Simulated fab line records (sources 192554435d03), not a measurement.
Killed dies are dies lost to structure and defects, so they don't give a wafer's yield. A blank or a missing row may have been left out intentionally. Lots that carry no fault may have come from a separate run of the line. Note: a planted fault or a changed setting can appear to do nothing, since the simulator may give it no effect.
Lot-split experiment || flow n5 finfet || on a route of 1938 steps: 7 lots, 21 wafers read

## ABOUT THE SPLIT
At N5_MOL_CONTACT_COAG_COAT_104 (time 60 s, resist thk 12 nm), the setting spin rpm was moved away from the recipe's 1500 rpm on 3 of the 21 wafers read, by -7.0% to +7.1%. For the rest of the wafers, this setting stayed at what the recipe calls for.

The reading is taken at the split's own step.

## THE READING
SiARC_of_MOL_CONTACT_COAG_COAT_104.thk nm (the simulator's own value, which no gauge read), in nm, at N5_MOL_CONTACT_COAG_COAT_104 (time 60 s, resist thk 12 nm). No usual value for it is given in the file.

{"wafer": "L074.1", "tool, chamber at the split": "litho track-03, 0", "spin rpm as run, rpm": 1500, "against the recipe": "recipe", "SiARC_of_MOL_CONTACT_COAG_COAT_104.thk nm, nm": 12, "against lot-mates on the recipe": "-"}
{"wafer": "L074.2", "tool, chamber at the split": "litho track-03, 0", "spin rpm as run, rpm": 1500, "against the recipe": "recipe", "SiARC_of_MOL_CONTACT_COAG_COAT_104.thk nm, nm": 12, "against lot-mates on the recipe": "-"}
{"wafer": "L074.6", "tool, chamber at the split": "litho track-03, 0", "spin rpm as run, rpm": 1500, "against the recipe": "recipe", "SiARC_of_MOL_CONTACT_COAG_COAT_104.thk nm, nm": 12, "against lot-mates on the recipe": "-"}
{"wafer": "L078.2", "tool, chamber at the split": "litho track-04, 0", "spin rpm as run, rpm": 1500, "against the recipe": "recipe", "SiARC_of_MOL_CONTACT_COAG_COAT_104.thk nm, nm": 12, "against lot-mates on the recipe": "-"}
{"wafer": "L078.3", "tool, chamber at the split": "litho track-04, 0", "spin rpm as run, rpm": 1500, "against the recipe": "recipe", "SiARC_of_MOL_CONTACT_COAG_COAT_104.thk nm, nm": 12, "against lot-mates on the recipe": "-"}
{"wafer": "L078.4", "tool, chamber at the split": "litho track-04, 0", "spin rpm as run, rpm": 1607, "against the recipe": "+7.1%", "SiARC_of_MOL_CONTACT_COAG_COAT_104.thk nm, nm": 11.6, "against lot-mates on the recipe": -0.4}
{"wafer": "L080.1", "tool, chamber at the split": "litho track-05, 0", "spin rpm as run, rpm": 1500, "against the recipe": "recipe", "SiARC_of_MOL_CONTACT_COAG_COAT_104.thk nm, nm": 12, "against lot-mates on the recipe": "-"}
{"wafer": "L080.3", "tool, chamber at the split": "litho track-05, 0", "spin rpm as run, rpm": 1500, "against the recipe": "recipe", "SiARC_of_MOL_CONTACT_COAG_COAT_104.thk nm, nm": 12, "against lot-mates on the recipe": "-"}
{"wafer": "L080.4", "tool, chamber at the split": "litho track-05, 0", "spin rpm as run, rpm": 1500, "against the recipe": "recipe", "SiARC_of_MOL_CONTACT_COAG_COAT_104.thk nm, nm": 12, "against lot-mates on the recipe": "-"}
{"wafer": "L081.2", "tool, chamber at the split": "litho track-05, 0", "spin rpm as run, rpm": 1500, "against the recipe": "recipe", "SiARC_of_MOL_CONTACT_COAG_COAT_104.thk nm, nm": 12, "against lot-mates on the recipe": "-"}
{"wafer": "L081.4", "tool, chamber at the split": "litho track-05, 0", "spin rpm as run, rpm": 1500, "against the recipe": "recipe", "SiARC_of_MOL_CONTACT_COAG_COAT_104.thk nm, nm": 12, "against lot-mates on the recipe": "-"}
{"wafer": "L081.5", "tool, chamber at the split": "litho track-05, 0", "spin rpm as run, rpm": 1500, "against the recipe": "recipe", "SiARC_of_MOL_CONTACT_COAG_COAT_104.thk nm, nm": 12, "against lot-mates on the recipe": "-"}
{"wafer": "L089.1", "tool, chamber at the split": "litho track-03, 0", "spin rpm as run, rpm": 1395, "against the recipe": "-7.0%", "SiARC_of_MOL_CONTACT_COAG_COAT_104.thk nm, nm": 12.4, "against lot-mates on the recipe": "+0.4"}
{"wafer": "L089.2", "tool, chamber at the split": "litho track-03, 0", "spin rpm as run, rpm": 1500, "against the recipe": "recipe", "SiARC_of_MOL_CONTACT_COAG_COAT_104.thk nm, nm": 12, "against lot-mates on the recipe": "-"}
{"wafer": "L089.3", "tool, chamber at the split": "litho track-03, 0", "spin rpm as run, rpm": 1395, "against the recipe": "-7.0%", "SiARC_of_MOL_CONTACT_COAG_COAT_104.thk nm, nm": 12.6, "against lot-mates on the recipe": "+0.6"}
{"wafer": "L091.2", "tool, chamber at the split": "litho track-03, 0", "spin rpm as run, rpm": 1500, "against the recipe": "recipe", "SiARC_of_MOL_CONTACT_COAG_COAT_104.thk nm, nm": 12, "against lot-mates on the recipe": "-"}
{"wafer": "L091.4", "tool, chamber at the split": "litho track-03, 0", "spin rpm as run, rpm": 1500, "against the recipe": "recipe", "SiARC_of_MOL_CONTACT_COAG_COAT_104.thk nm, nm": 12, "against lot-mates on the recipe": "-"}
{"wafer": "L091.5", "tool, chamber at the split": "litho track-03, 0", "spin rpm as run, rpm": 1500, "against the recipe": "recipe", "SiARC_of_MOL_CONTACT_COAG_COAT_104.thk nm, nm": 12, "against lot-mates on the recipe": "-"}
{"wafer": "L093.1", "tool, chamber at the split": "litho track-04, 0", "spin rpm as run, rpm": 1500, "against the recipe": "recipe", "SiARC_of_MOL_CONTACT_COAG_COAT_104.thk nm, nm": 12, "against lot-mates on the recipe": "-"}
{"wafer": "L093.2", "tool, chamber at the split": "litho track-04, 0", "spin rpm as run, rpm": 1500, "against the recipe": "recipe", "SiARC_of_MOL_CONTACT_COAG_COAT_104.thk nm, nm": 12, "against lot-mates on the recipe": "-"}
{"wafer": "L093.4", "tool, chamber at the split": "litho track-04, 0", "spin rpm as run, rpm": 1500, "against the recipe": "recipe", "SiARC_of_MOL_CONTACT_COAG_COAT_104.thk nm, nm": 12, "against lot-mates on the recipe": "-"}

FIT RESULTS
A straight line over all 21 wafers: SiARC_of_MOL_CONTACT_COAG_COAT_104.thk nm changes by -0.0659 nm for each +1% of spin rpm; r = -0.98; the points scatter about the line by 0.038 nm.
The same after taking each lot's own level away (the mean of its wafers on the recipe; 21 wafers): -0.0659 nm for each +1%; r = -0.98; scatter 0.038 nm.
The reading moves by 0.47 nm for the largest change in spin rpm, on that fit.
The lots' own levels span 12.00 to 12.00 nm.
Hence the lot-to-lot level has little effect on the slope; both slopes agree.
Check: -0.51 nm against its lot-mates is what the line predicts for one of the wafers moved furthest among these (+7.1%) when that wafer is left out of the fit. It came out at -0.4 nm against them.

## FURTHER SPLITS ON THESE WAFERS
Other splits were also applied to these wafers ahead of the reading. Each is held against what the fit with the lots' levels taken away leaves over:
{"other split on the same wafers": "N5_PMOS_HMC_CHANNEL_EPI_COAT_03 spin rpm", "wafers away from the commonest value": 9, "r with SiARC_of_MOL_CONTACT_COAG_COAT_104.thk nm (lot level and that fit taken away)": "+0.53"}
{"other split on the same wafers": "N5_PMOS_HMC_CHANNEL_EPI_DESCUM_14 time s", "wafers away from the commonest value": 8, "r with SiARC_of_MOL_CONTACT_COAG_COAT_104.thk nm (lot level and that fit taken away)": -0.15}
{"other split on the same wafers": "N5_FIN_SAQP_COAT_10 spin rpm", "wafers away from the commonest value": 7, "r with SiARC_of_MOL_CONTACT_COAG_COAT_104.thk nm (lot level and that fit taken away)": -0.35}
{"other split on the same wafers": "N5_SD_EPI_N_ETCH_35 time s", "wafers away from the commonest value": 6, "r with SiARC_of_MOL_CONTACT_COAG_COAT_104.thk nm (lot level and that fit taken away)": "+0.33"}
{"other split on the same wafers": "N5_SD_EPI_P_EPI_21 epi growth time s", "wafers away from the commonest value": 11, "r with SiARC_of_MOL_CONTACT_COAG_COAT_104.thk nm (lot level and that fit taken away)": "+0.22"}
{"other split on the same wafers": "N5_SD_ACTIVATION_LSA_01 temp c", "wafers away from the commonest value": 6, "r with SiARC_of_MOL_CONTACT_COAG_COAT_104.thk nm (lot level and that fit taken away)": "+0.30"}
{"other split on the same wafers": "N5_HKMG_FIN_COAT_43 spin rpm", "wafers away from the commonest value": 5, "r with SiARC_of_MOL_CONTACT_COAG_COAT_104.thk nm (lot level and that fit taken away)": "+0.00"}
{"other split on the same wafers": "N5_HKMG_FIN_CVD_62 temp c", "wafers away from the commonest value": 6, "r with SiARC_of_MOL_CONTACT_COAG_COAT_104.thk nm (lot level and that fit taken away)": -0.23}

## FILE'S OWN FIT
SiARC_of_MOL_CONTACT_COAG_COAT_104.thk nm changes by -0.0636 nm for each +1% of spin rpm, r = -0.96.
